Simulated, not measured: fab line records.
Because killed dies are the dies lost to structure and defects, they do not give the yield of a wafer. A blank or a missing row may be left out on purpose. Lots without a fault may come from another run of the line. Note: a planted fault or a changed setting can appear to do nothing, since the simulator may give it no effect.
fab line records	flow nandHarc
record lots=24	wafers=72	lastDay=33
route steps=1302 shown P_M2@329 P_BONDPAD@351 A_SOURCE_PLATE@420
lots that met no fault: from a run of the same line without faults
startH: hours from the record's opening day to when the first of the lot's shown wafers began	waitH: hours since the lot's step before	" same as the row above	L1.1+2: a single row standing in for several wafers	- no value, or no start given	* or withheld: withheld	< > ~ a bound
route shown NAME@n: a module of which the file shows steps, and the number in the route of the first	usual: average and standard deviation across the fault-free wafers	same: alike in all rows	chamber/n: place in a boat	sites: each site's reading	_std_site: standard deviation across them	_edge_site: inner sites' mean taken away from outer sites' mean	radiusMm: for every site, how far away it sits from the centre of the wafer	mask NAME#n: copy n	behind: the tool/chamber that last shaped the wafer	hold: reason for holding the lot/hours on hold/outcome of the hold	device: which transistor (n, p or np) failed to switch	end of line: the tests these same wafers got at the end of their route	step lacking rows: just its recipe	killed: dies that structure and defects cost at the first sort, which is not the same as the wafer's yield	map: the dies of a wafer, with x for killed, . for not killed, _ for no die there
set.NAME: setting as actually run; set.NAME@STEP: the setting as run at that earlier step	model.NAME: the simulator's own value behind a step, which no gauge read
one table for each step of the route and one row for each wafer, over a sample of lots
services: the hour from which a tool's chamber was out of use, counted from the record's first day as startH (under 0 if before that day), plus the number of hours and why
## steps
# step NHARC_P_M2_OVL_MEAS_10
# recipe pitchNm=340
# usual overlayXNm=0.0/0.88	overlayYNm=0.2/1.1
lot.wafer	tool	chamber	startH	waitH	overlayXNm	overlayYNm
L074.1	overlay-01	-	136.37	-	0.1	-0.9
L074.5	"	-	"	"	-0.3	-0.4
L074.6	"	-	"	"	-0.7	-0.6
L075.1	overlay-02	-	143.67	-	-0.5	1.0
L075.4	"	-	"	"	-0.2	1.2
L075.5	"	-	"	"	-0.3	0.8
L076.3	overlay-02	-	149.15	-	-0.1	1.7
L076.4	"	-	"	"	0.1	1.6
L076.6	"	-	"	"	-0.2	1.8
L077.4	overlay-01	-	167.50	-	0.4	0.0
L077.5	"	-	"	"	0.2	-0.4
L077.6	"	-	"	"	0.0	0.7
L078.1	overlay-01	-	169.51	-	0.1	2.1
L078.3	"	-	"	"	1.4	2.4
L078.6	"	-	"	"	0.7	2.5
L079.3	overlay-02	-	182.60	-	-1.2	1.0
L079.4	"	-	"	"	-1.2	0.8
L079.5	"	-	"	"	-0.8	0.6
L081.1	overlay-01	-	198.15	-	-1.0	2.3
L081.4	"	-	"	"	-0.5	1.9
L081.6	"	-	"	"	-1.0	1.6
L080.3	overlay-01	-	199.44	-	1.3	-1.0
L080.4	"	-	"	"	1.1	-0.1
L080.5	"	-	"	"	1.0	-0.6
L082.1	overlay-01	-	211.40	-	-1.2	0.5
L082.3	"	-	"	"	-1.1	-0.1
L082.5	"	-	"	"	-0.4	-0.3
L083.1	overlay-01	-	227.84	-	1.0	-1.2
L083.2	"	-	"	"	1.0	-0.9
L083.6	"	-	"	"	0.9	-1.3
L084.1	overlay-01	-	236.11	-	0.2	-1.7
L084.5	"	-	"	"	0.1	-1.9
L084.6	"	-	"	"	0.3	-2.4
L085.3	overlay-01	-	249.11	-	0.2	0.3
L085.5	"	-	"	"	0.3	1.2
L085.6	"	-	"	"	-0.1	0.8
L087.1	overlay-01	-	257.18	-	-0.7	0.1
L087.5	"	-	"	"	-0.9	-0.5
L087.6	"	-	"	"	-0.7	0.2
L086.2	overlay-01	-	257.99	-	-0.9	1.2
L086.4	"	-	"	"	-0.8	0.7
L086.6	"	-	"	"	-0.6	0.6
L088.1	overlay-01	-	276.64	-	-1.4	-1.0
L088.3	"	-	"	"	-1.2	-1.2
L088.6	"	-	"	"	-1.1	-1.1
L089.2	overlay-01	-	277.64	-	0.6	-0.5
L089.3	"	-	"	"	0.1	-1.2
L089.5	"	-	"	"	-0.4	-0.7
L090.2	overlay-01	-	291.49	-	2.2	-1.1
L090.3	"	-	"	"	2.0	-1.4
L090.4	"	-	"	"	1.8	-0.9
L091.2	overlay-02	-	301.88	-	1.1	-0.6
L091.5	"	-	"	"	0.8	-0.6
L091.6	"	-	"	"	0.3	-0.5
L092.1	overlay-01	-	306.99	-	-0.9	-0.6
L092.2	"	-	"	"	-0.1	-0.5
L092.5	"	-	"	"	-0.3	-0.1
L093.2	overlay-01	-	318.82	-	0.0	-0.1
L093.4	"	-	"	"	0.5	-0.4
L093.5	"	-	"	"	0.4	-0.6
L094.3	overlay-02	-	326.51	-	1.5	0.8
L094.4	"	-	"	"	0.9	0.8
L094.6	"	-	"	"	1.2	1.2
L095.3	overlay-01	-	341.78	-	-0.2	0.2
L095.5	"	-	"	"	-0.5	0.4
L095.6	"	-	"	"	-0.1	-0.4
L096.1	overlay-01	-	350.44	-	0.4	1.1
L096.2	"	-	"	"	1.3	1.5
L096.5	"	-	"	"	0.9	1.4
L097.3	overlay-01	-	356.59	-	-0.6	0.8
L097.4	"	-	"	"	-0.5	0.5
L097.5	"	-	"	"	-0.7	0.4
# step NHARC_P_BONDPAD_DEP_00
# recipe targetThkA=2500	tempC=370	targetThkNm=250	pressureTorr=3	flowSccm=200	rfW=450	material=SiCN
# usual heaterPowerW=579/56	rfFwdPowerW=449.0/1.4
lot.wafer	tool	chamber	startH	waitH	heaterPowerW	rfFwdPowerW
L074.1	pecvd-03	0	139.68	-	583	450.8
L074.6	"	0	"	"	600	447.7
L074.5	"	1	"	"	537	449.5
L075.1	pecvd-03	0	146.94	-	549	449.4
L075.5	"	0	"	"	556	448.8
L075.4	"	1	"	"	634	448.7
L076.3	pecvd-03	0	152.42	-	572	447.7
L076.6	"	0	"	"	577	448.4
L076.4	"	1	"	"	510	447.7
L077.6	pecvd-01	2	170.88	-	567	450.5
L077.4	"	0	"	"	522	450.5
L077.5	"	1	"	"	678	448.3
L078.3	pecvd-02	1	-	-	504	448.1
L078.1	"	2	"	"	561	450.7
L078.6	"	0	"	"	553	451.2
L079.3	pecvd-01	1	186.19	-	632	449.7
L079.5	"	2	"	"	648	450.1
L079.4	"	1	"	"	646	446.9
L081.1	pecvd-02	2	201.39	-	588	447.8
L081.4	"	2	"	"	590	447.0
L081.6	"	0	"	"	598	447.3
L080.3	pecvd-01	0	202.69	-	452	449.6
L080.4	"	0	"	"	456	449.9
L080.5	"	1	"	"	671	447.1
L082.1	pecvd-02	0	214.62	-	609	448.9
L082.3	"	1	"	"	553	448.1
L082.5	"	0	"	"	598	449.9
L083.1	pecvd-03	1	-	-	615	451.2
L083.2	"	2	"	"	606	450.5
L083.6	"	1	"	"	628	451.3
L084.1	pecvd-02	0	243.69	-	653	450.9
L084.5	"	0	"	"	644	446.6
L084.6	"	1	"	"	563	446.6
L085.3	pecvd-01	2	252.87	-	522	449.7
L085.5	"	2	"	"	552	450.8
L085.6	"	1	"	"	624	449.2
L087.1	pecvd-02	0	-	-	646	450.0
L087.5	"	0	"	"	647	450.3
L087.6	"	2	"	"	618	449.7
L086.2	pecvd-02	1	-	-	515	448.2
L086.6	"	1	"	"	540	452.1
L086.4	"	0	"	"	633	447.6
L088.1	pecvd-01	0	279.87	-	443	449.4
L088.3	"	0	"	"	454	450.5
L088.6	"	2	"	"	645	448.4
L089.3	pecvd-02	1	281.08	0.3	560	449.7
L089.2	"	2	"	"	534	449.1
L089.5	"	2	"	"	556	449.2
L090.3	pecvd-03	0	294.72	-	582	449.0
L090.2	"	1	"	"	582	449.4
L090.4	"	1	"	"	584	451.6
L091.2	pecvd-02	0	-	-	624	447.3
L091.6	"	0	"	"	643	449.6
L091.5	"	1	"	"	575	448.7
L092.2	pecvd-01	1	310.24	-	585	448.5
L092.1	"	0	"	"	468	448.1
L092.5	"	1	"	"	605	451.5
L093.2	pecvd-02	1	322.26	0.5	537	446.1
L093.5	"	0	"	"	623	449.8
L093.4	"	1	"	"	540	445.2
L094.3	pecvd-03	2	329.85	-	544	447.1
L094.4	"	1	"	"	661	450.9
L094.6	"	2	"	"	563	447.4
L095.3	pecvd-01	0	345.18	-	520	449.6
L095.6	"	1	"	"	600	450.2
L095.5	"	0	"	"	536	448.9
L096.2	pecvd-02	2	-	-	642	448.8
L096.1	"	0	"	"	585	449.6
L096.5	"	1	"	"	586	450.4
L097.3	pecvd-03	2	359.83	-	549	449.2
L097.4	"	2	"	"	571	449.8
L097.5	"	0	"	"	592	444.4
# step NHARC_P_BONDPAD_CD_MEAS_09
# recipe targetCdNm=500	landingEnergyEv=500
# usual cdNm=500.2/2.5
# same landingEnergyEv=500
lot.wafer	tool	chamber	startH	waitH	cdNm
L074.1	cdSem-03	0	140.85	-	500.5
L074.5	"	0	"	"	501.9
L074.6	"	0	"	"	499.7
L075.1	cdSem-02	0	148.16	-	497.4
L075.4	"	0	"	"	501.9
L075.5	"	0	"	"	497.6
L076.3	cdSem-01	0	153.61	-	495.0
L076.4	"	0	"	"	501.9
L076.6	"	0	"	"	495.5
L077.4	cdSem-02	0	171.98	-	497.8
L077.5	"	0	"	"	498.0
L077.6	"	0	"	"	497.4
L078.1	cdSem-01	0	173.82	-	498.0
L078.3	"	0	"	"	499.7
L078.6	"	0	"	"	503.9
L079.3	cdSem-01	0	187.33	-	504.5
L079.4	"	0	"	"	503.5
L079.5	"	0	"	"	503.6
L081.1	cdSem-01	0	202.62	-	502.8
L081.4	"	0	"	"	501.5
L081.6	"	0	"	"	498.2
L080.3	cdSem-02	0	203.92	-	499.3
L080.4	"	0	"	"	502.2
L080.5	"	0	"	"	502.2
L082.1	cdSem-03	0	215.98	-	504.0
L082.3	"	0	"	"	501.3
L082.5	"	0	"	"	501.0
L083.1	cdSem-03	0	232.69	-	499.9
L083.2	"	0	"	"	504.9
L083.6	"	0	"	"	502.7
L084.1	cdSem-03	0	244.91	-	501.3
L084.5	"	0	"	"	501.0
L084.6	"	0	"	"	501.8
L085.3	cdSem-01	0	253.97	-	502.3
L085.5	"	0	"	"	500.2
L085.6	"	0	"	"	498.1
L087.1	cdSem-03	0	261.65	-	498.4
L087.5	"	0	"	"	497.1
L087.6	"	0	"	"	496.9
L086.2	cdSem-03	0	262.30	-	497.2
L086.4	"	0	"	"	498.3
L086.6	"	0	"	"	496.2
L088.1	cdSem-01	0	281.23	-	501.6
L088.3	"	0	"	"	496.0
L088.6	"	0	"	"	498.7
L089.2	cdSem-01	0	282.26	-	499.9
L089.3	"	0	"	"	503.9
L089.5	"	0	"	"	502.1
L090.2	cdSem-03	0	295.94	-	495.0
L090.3	"	0	"	"	501.2
L090.4	"	0	"	"	502.1
L091.2	cdSem-02	0	306.19	-	502.7
L091.5	"	0	"	"	496.8
L091.6	"	0	"	"	500.9
L092.1	cdSem-02	0	311.34	-	500.4
L092.2	"	0	"	"	501.1
L092.5	"	0	"	"	498.5
L093.2	cdSem-03	0	323.45	-	496.9
L093.4	"	0	"	"	499.9
L093.5	"	0	"	"	497.5
L094.3	cdSem-02	0	330.99	-	502.4
L094.4	"	0	"	"	500.6
L094.6	"	0	"	"	501.9
L095.3	cdSem-03	0	346.32	-	499.9
L095.5	"	0	"	"	500.5
L095.6	"	0	"	"	499.3
L096.1	cdSem-01	0	354.91	-	497.6
L096.2	"	0	"	"	499.1
L096.5	"	0	"	"	498.0
L097.3	cdSem-02	0	360.94	-	497.7
L097.4	"	0	"	"	497.7
L097.5	"	0	"	"	503.1
# step NHARC_P_BONDPAD_ETCH_12
# recipe targetDepthA=2000	timeS=100	chf3FlowSccm=50	o2FlowSccm=10	arFlowSccm=200	rfW=500	biasW=200	chemistry=CHF3/O2
# usual drypumpMotorCurrentA=5.7/0.33	mfcArSccm=199.9/0.56	oesProductAu=0.941/0.023	rfFwdPowerW=496.3/1.9	rfVppV=371.2/1.9	showerheadPlenumPTorr=2.43/0.079	throttleValvePct=20.574/0.0084
lot.wafer	tool	chamber	startH	waitH	drypumpMotorCurrentA	mfcArSccm	oesProductAu	rfFwdPowerW	rfHoursCounterH	rfVppV	showerheadPlenumPTorr	throttleValvePct
L074.1	rieDiel-05	0	-	-	5.7	199.2	0.921	497.0	3.4	372.6	2.51	20.575
L074.6	"	0	"	"	5.6	199.8	0.921	497.6	-	374.2	2.51	20.578
L074.5	"	1	"	"	5.8	199.8	0.911	492.9	-	371.8	2.49	20.577
L075.1	rieDiel-05	2	-	-	5.9	199.6	0.974	499.1	4.1	372.9	2.53	20.565
L075.4	"	3	"	"	5.4	199.9	0.972	498.2	4.5	369.3	2.37	20.565
L075.5	"	3	"	"	5.4	200.4	0.970	497.9	-	370.0	2.37	20.588
L076.3	rieDiel-12	1	-	-	5.2	200.2	0.898	499.7	2.4	367.7	2.30	20.584
L076.4	"	0	"	"	5.7	201.0	0.925	496.5	-	371.5	2.33	20.568
L076.6	"	1	"	"	5.2	199.7	0.907	498.9	-	368.9	2.30	20.568
L077.4	rieDiel-07	1	-	-	6.1	199.5	0.903	494.8	1.8	373.2	2.55	20.572
L077.5	"	2	"	"	6.1	199.8	0.930	498.1	-	372.5	2.49	20.577
L077.6	"	3	"	"	5.9	200.5	0.917	498.6	-	371.7	2.43	20.566
L078.1	rieDiel-05	3	-	-	5.4	199.3	0.955	495.8	6.8	369.3	2.37	20.566
L078.3	"	0	"	"	5.7	199.7	0.959	496.5	6.3	373.2	2.51	20.579
L078.6	"	2	"	"	5.9	199.9	0.980	497.4	-	373.2	2.53	20.580
L079.3	rieDiel-07	1	-	-	6.1	200.7	0.912	493.4	2.1	374.4	2.55	20.575
L079.4	"	2	"	"	6.1	199.8	0.937	499.6	1.6	371.9	2.49	20.567
L079.5	"	1	"	"	6.1	200.8	0.909	494.0	-	373.9	2.55	20.576
L081.4	rieDiel-05	3	-	-	5.4	201.2	0.958	494.4	8.2	368.6	2.37	20.567
L081.1	"	0	"	"	5.7	199.6	0.966	496.4	7.7	373.7	2.50	20.560
L081.6	"	3	"	"	5.4	200.8	0.968	493.6	-	369.6	2.37	20.565
L080.3	rieDiel-12	3	-	-	6.0	199.4	0.933	495.7	6.0	372.4	2.48	20.584
L080.4	"	0	"	"	5.8	198.8	0.928	498.9	5.4	368.7	2.33	20.566
L080.5	"	2	"	"	5.2	200.1	0.948	496.0	-	369.9	2.41	20.572
L082.1	rieDiel-12	2	-	-	5.2	199.6	0.938	493.0	6.4	368.7	2.41	20.573
L082.3	"	3	"	"	6.0	200.7	0.935	498.3	6.5	372.9	2.48	20.574
L082.5	"	2	"	"	5.2	200.0	0.937	496.4	-	370.9	2.41	20.571
L083.2	rieDiel-12	0	-	-	5.8	199.7	0.925	496.6	6.1	370.3	2.33	20.562
L083.1	"	1	"	"	5.2	200.7	0.908	492.3	5.4	368.2	2.30	20.570
L083.6	"	3	"	"	6.0	199.3	0.932	496.4	-	372.1	2.48	20.571
L084.1	rieDiel-12	1	-	-	5.2	200.5	0.917	495.6	6.2	368.5	2.30	20.567
L084.6	"	1	"	"	5.2	200.1	0.913	496.2	-	369.1	2.30	20.569
L084.5	"	2	"	"	5.1	200.0	0.955	493.6	-	371.4	2.41	20.591
L085.3	rieDiel-05	3	-	-	5.4	200.8	0.957	492.6	0.9	370.6	2.37	20.577
L085.5	"	1	"	"	5.9	199.1	0.959	494.9	-	373.2	2.48	20.582
L085.6	"	2	"	"	5.9	199.6	0.966	498.0	-	373.9	2.53	20.568
L087.1	rieDiel-07	2	-	-	6.1	200.5	0.956	495.5	3.1	372.2	2.49	20.597
L087.5	"	2	"	"	6.1	199.8	0.948	493.8	-	371.9	2.49	20.564
L087.6	"	3	"	"	5.9	200.7	0.964	499.3	-	372.9	2.43	20.571
L086.4	rieDiel-07	0	-	-	5.5	200.7	0.924	494.9	3.8	371.7	2.40	20.581
L086.2	"	2	"	"	6.1	199.7	0.914	497.6	3.1	372.6	2.49	20.586
L086.6	"	1	"	"	6.1	201.5	0.907	495.7	-	372.3	2.55	20.563
L088.1	rieDiel-05	1	-	-	5.8	199.5	0.919	495.0	3.2	371.3	2.48	20.570
L088.3	"	0	"	"	5.7	199.9	0.951	496.8	2.6	371.9	2.50	20.567
L088.6	"	2	"	"	5.9	200.9	0.938	495.6	-	372.0	2.53	20.568
L089.3	rieDiel-12	3	-	-	6.0	199.9	0.945	497.8	0.2	372.0	2.47	20.579
L089.2	"	0	"	"	5.7	200.3	0.959	497.0	0.2	368.7	2.33	20.575
L089.5	"	0	"	"	5.7	199.6	0.963	499.6	-	368.0	2.33	20.584
L090.2	rieDiel-12	1	-	-	5.2	200.3	0.952	498.6	1.0	368.7	2.29	20.566
L090.3	"	2	"	"	5.2	200.1	0.976	494.0	1.2	372.0	2.41	20.584
L090.4	"	0	"	"	5.7	200.1	0.953	497.1	1.1	368.5	2.33	20.572
L091.2	rieDiel-12	2	-	-	5.2	199.8	0.936	493.7	1.7	370.0	2.41	20.561
L091.5	"	2	"	"	5.1	200.5	0.933	496.2	-	371.2	2.41	20.585
L091.6	"	3	"	"	6.0	199.1	0.918	494.4	-	372.2	2.47	20.582
L092.1	rieDiel-07	0	-	-	5.5	199.9	0.942	495.8	0.2	369.3	2.40	20.577
L092.2	"	3	"	"	5.9	200.3	0.977	500.3	0.1	372.3	2.43	20.571
L092.5	"	0	"	"	5.5	200.6	0.935	493.4	-	371.4	2.40	20.560
L093.4	rieDiel-12	0	-	-	5.7	199.8	0.926	496.7	2.2	368.6	2.33	20.568
L093.2	"	1	"	"	5.2	200.3	0.914	497.1	2.0	368.8	2.29	20.575
L093.5	"	0	"	"	5.7	199.8	0.918	495.1	-	368.7	2.33	20.577
L094.3	rieDiel-07	1	-	-	6.0	200.0	0.943	493.8	0.4	374.5	2.54	20.579
L094.4	"	2	"	"	6.1	199.6	0.953	495.0	0.4	372.2	2.49	20.551
L094.6	"	1	"	"	6.0	199.7	0.943	493.3	-	372.7	2.55	20.566
L095.3	rieDiel-12	0	-	-	5.7	200.4	0.917	499.1	3.2	368.7	2.33	20.583
L095.6	"	3	"	"	6.1	200.1	0.911	497.6	-	371.8	2.47	20.582
L095.5	"	0	"	"	5.7	200.4	0.924	496.4	-	369.9	2.33	20.568
L096.2	rieDiel-05	2	-	-	5.9	199.9	0.964	497.4	6.8	373.1	2.53	20.570
L096.1	"	3	"	"	5.3	199.7	0.984	497.1	7.2	369.2	2.37	20.580
L096.5	"	1	"	"	5.8	199.5	0.956	494.1	-	373.8	2.48	20.564
L097.3	rieDiel-07	3	-	-	5.9	200.0	0.926	498.4	1.0	372.6	2.43	20.582
L097.4	"	1	"	"	6.1	200.1	0.932	495.5	-	373.5	2.54	20.570
L097.5	"	3	"	"	5.9	199.7	0.925	498.7	-	371.3	2.43	20.565
# step NHARC_P_BONDPAD_PVD_27
# recipe targetThkA=300	chamberPressurePa=5	powerW=5000	substrateTempC=30	timeS=20.49	material=Cu
# usual throttleValvePct=29.8/1.1
lot.wafer	tool	chamber	startH	waitH	throttleValvePct
L074.1	pvdSputter-01	-	-	-	32.1
L074.5	"	-	"	"	30.3
L074.6	"	-	"	"	32.0
L075.4	pvdSputter-03	-	-	-	29.5
L075.1	"	-	"	"	30.1
L075.5	"	-	"	"	29.5
L076.3	pvdSputter-03	-	-	-	29.9
L076.4	"	-	"	"	30.8
L076.6	"	-	"	"	30.0
L077.4	pvdSputter-02	-	-	-	29.0
L077.5	"	-	"	"	29.0
L077.6	"	-	"	"	30.7
L078.1	pvdSputter-02	-	-	-	28.9
L078.3	"	-	"	"	28.9
L078.6	"	-	"	"	29.5
L079.3	pvdSputter-01	-	-	-	32.1
L079.4	"	-	"	"	28.8
L079.5	"	-	"	"	32.2
L081.4	pvdSputter-03	-	-	-	29.3
L081.1	"	-	"	"	30.0
L081.6	"	-	"	"	30.9
L080.4	pvdSputter-03	-	-	-	30.2
L080.3	"	-	"	"	30.5
L080.5	"	-	"	"	30.7
L082.1	pvdSputter-02	-	-	-	30.6
L082.3	"	-	"	"	28.8
L082.5	"	-	"	"	28.8
L083.1	pvdSputter-02	-	-	-	28.9
L083.2	"	-	"	"	29.1
L083.6	"	-	"	"	28.8
L084.1	pvdSputter-02	-	-	-	29.3
L084.5	"	-	"	"	28.6
L084.6	"	-	"	"	29.6
L085.3	pvdSputter-01	-	-	-	29.0
L085.6	"	-	"	"	28.8
L085.5	"	-	"	"	30.3
L087.1	pvdSputter-02	-	-	-	28.5
L087.6	"	-	"	"	30.4
L087.5	"	-	"	"	28.6
L086.2	pvdSputter-02	-	-	-	30.8
L086.4	"	-	"	"	29.5
L086.6	"	-	"	"	28.6
L088.3	pvdSputter-01	-	-	-	28.9
L088.1	"	-	"	"	30.1
L088.6	"	-	"	"	29.1
L089.3	pvdSputter-01	-	-	-	32.3
L089.2	"	-	"	"	30.1
L089.5	"	-	"	"	29.3
L090.4	pvdSputter-02	-	-	-	28.3
L090.3	"	-	"	"	29.2
L090.2	"	-	"	"	30.0
L091.2	pvdSputter-02	-	-	-	29.2
L091.5	"	-	"	"	28.7
L091.6	"	-	"	"	29.1
L092.1	pvdSputter-01	-	-	-	28.9
L092.2	"	-	"	"	28.5
L092.5	"	-	"	"	32.5
L093.2	pvdSputter-01	-	-	-	29.1
L093.4	"	-	"	"	28.9
L093.5	"	-	"	"	28.8
L094.3	pvdSputter-01	-	-	-	30.4
L094.4	"	-	"	"	29.2
L094.6	"	-	"	"	28.8
L095.3	pvdSputter-02	-	-	-	30.6
L095.5	"	-	"	"	30.8
L095.6	"	-	"	"	28.6
L096.2	pvdSputter-02	-	-	-	30.1
L096.1	"	-	"	"	28.2
L096.5	"	-	"	"	31.2
L097.3	pvdSputter-01	-	-	-	31.9
L097.4	"	-	"	"	29.1
L097.5	"	-	"	"	28.7
# step NHARC_A_SOURCE_PLATE_THK_MEAS_06
# recipe thkMeasGauge=ellipsometry
# usual thkNm=199.7/2.2
lot.wafer	tool	chamber	startH	waitH	thkNm
L074.1	filmMetro-02	-	166.85	0.4	198.5
L074.5	"	-	"	"	200.6
L074.6	"	-	"	"	199.8
L075.1	filmMetro-02	-	178.13	0.4	198.3
L075.4	"	-	"	"	200.5
L075.5	"	-	"	"	198.9
L076.3	filmMetro-01	-	178.13	0.4	202.6
L076.4	"	-	"	"	200.0
L076.6	"	-	"	"	202.7
L078.1	filmMetro-02	-	198.99	0.4	204.1
L078.3	"	-	"	"	204.6
L078.6	"	-	"	"	202.3
L077.4	filmMetro-01	-	198.99	0.4	197.2
L077.5	"	-	"	"	198.0
L077.6	"	-	"	"	198.7
L079.3	filmMetro-01	-	212.74	0.4	203.6
L079.4	"	-	"	"	201.5
L079.5	"	-	"	"	201.3
L081.1	filmMetro-01	-	232.23	0.4	198.3
L081.4	"	-	"	"	197.6
L081.6	"	-	"	"	195.7
L080.3	filmMetro-02	-	232.23	0.4	196.0
L080.4	"	-	"	"	198.2
L080.5	"	-	"	"	198.6
L082.1	filmMetro-01	-	241.18	0.4	199.5
L082.3	"	-	"	"	197.6
L082.5	"	-	"	"	203.8
L083.1	filmMetro-02	-	257.80	0.4	199.5
L083.2	"	-	"	"	200.9
L083.6	"	-	"	"	200.6
L084.1	filmMetro-02	-	271.33	0.4	198.6
L084.5	"	-	"	"	199.4
L084.6	"	-	"	"	197.7
L085.3	filmMetro-02	-	279.97	0.4	201.0
L085.5	"	-	"	"	200.7
L085.6	"	-	"	"	199.5
L087.1	filmMetro-02	-	288.83	0.4	197.5
L087.5	"	-	"	"	200.3
L087.6	"	-	"	"	199.7
L086.2	filmMetro-01	-	288.83	0.4	197.7
L086.4	"	-	"	"	199.0
L086.6	"	-	"	"	198.1
L088.1	filmMetro-02	-	306.95	0.4	201.0
L088.3	"	-	"	"	200.6
L088.6	"	-	"	"	200.7
L089.2	filmMetro-02	-	306.96	0.4	198.1
L089.3	"	-	"	"	194.7
L089.5	"	-	"	"	196.1
L090.2	filmMetro-02	-	323.41	0.4	205.7
L090.3	"	-	"	"	198.9
L090.4	"	-	"	"	200.7
L091.2	filmMetro-02	-	334.35	0.4	198.6
L091.5	"	-	"	"	201.1
L091.6	"	-	"	"	201.4
L092.1	filmMetro-02	-	340.18	0.4	197.5
L092.2	"	-	"	"	197.3
L092.5	"	-	"	"	197.6
L093.2	filmMetro-01	-	350.77	0.4	200.1
L093.4	"	-	"	"	201.1
L093.5	"	-	"	"	200.5
L094.3	filmMetro-02	-	356.54	0.4	199.7
L094.4	"	-	"	"	199.4
L094.6	"	-	"	"	200.5
L095.3	filmMetro-02	-	388.05	13.5	198.3
L095.5	"	-	"	"	198.8
L095.6	"	-	"	"	197.6
L096.1	filmMetro-02	-	388.13	8.6	200.7
L096.2	"	-	"	"	203.1
L096.5	"	-	"	"	201.5
L097.3	filmMetro-02	-	403.18	0.4	196.1
L097.4	"	-	"	"	198.0
L097.5	"	-	"	"	198.2
## services
tool	chamber	startH	hours	kind
rieDiel-07	-	117.20	9.0	pm
pecvd-01	-	138.14	13.0	pm
rieDiel-12	-	142.05	0.9	repair
rieDiel-12	3	151.57	7.4	repair
rieDiel-07	2	161.82	7.6	repair
pecvd-02	-	167.24	1.7	repair
rieDiel-07	3	177.97	5.0	repair
rieDiel-12	3	180.08	8.4	repair
pecvd-03	1	180.52	4.8	repair
pecvd-03	-	185.05	13.0	pm
pvdSputter-01	-	195.98	1.2	repair
pecvd-02	2	204.18	14.1	repair
rieDiel-12	1	209.15	14.6	repair
pvdSputter-01	-	217.55	24.7	repair
pecvd-02	-	227.15	13.0	pm
rieDiel-05	-	229.60	9.0	pm
pvdSputter-02	-	234.56	4.7	repair
pvdSputter-01	-	242.28	10.0	pm
rieDiel-05	0	243.66	16.9	repair
pvdSputter-01	-	259.55	15.2	repair
rieDiel-12	-	268.40	9.0	pm
pvdSputter-02	-	275.98	0.7	repair
pvdSputter-02	-	282.00	10.0	pm
rieDiel-12	1	335.99	2.9	repair
## key
fault none
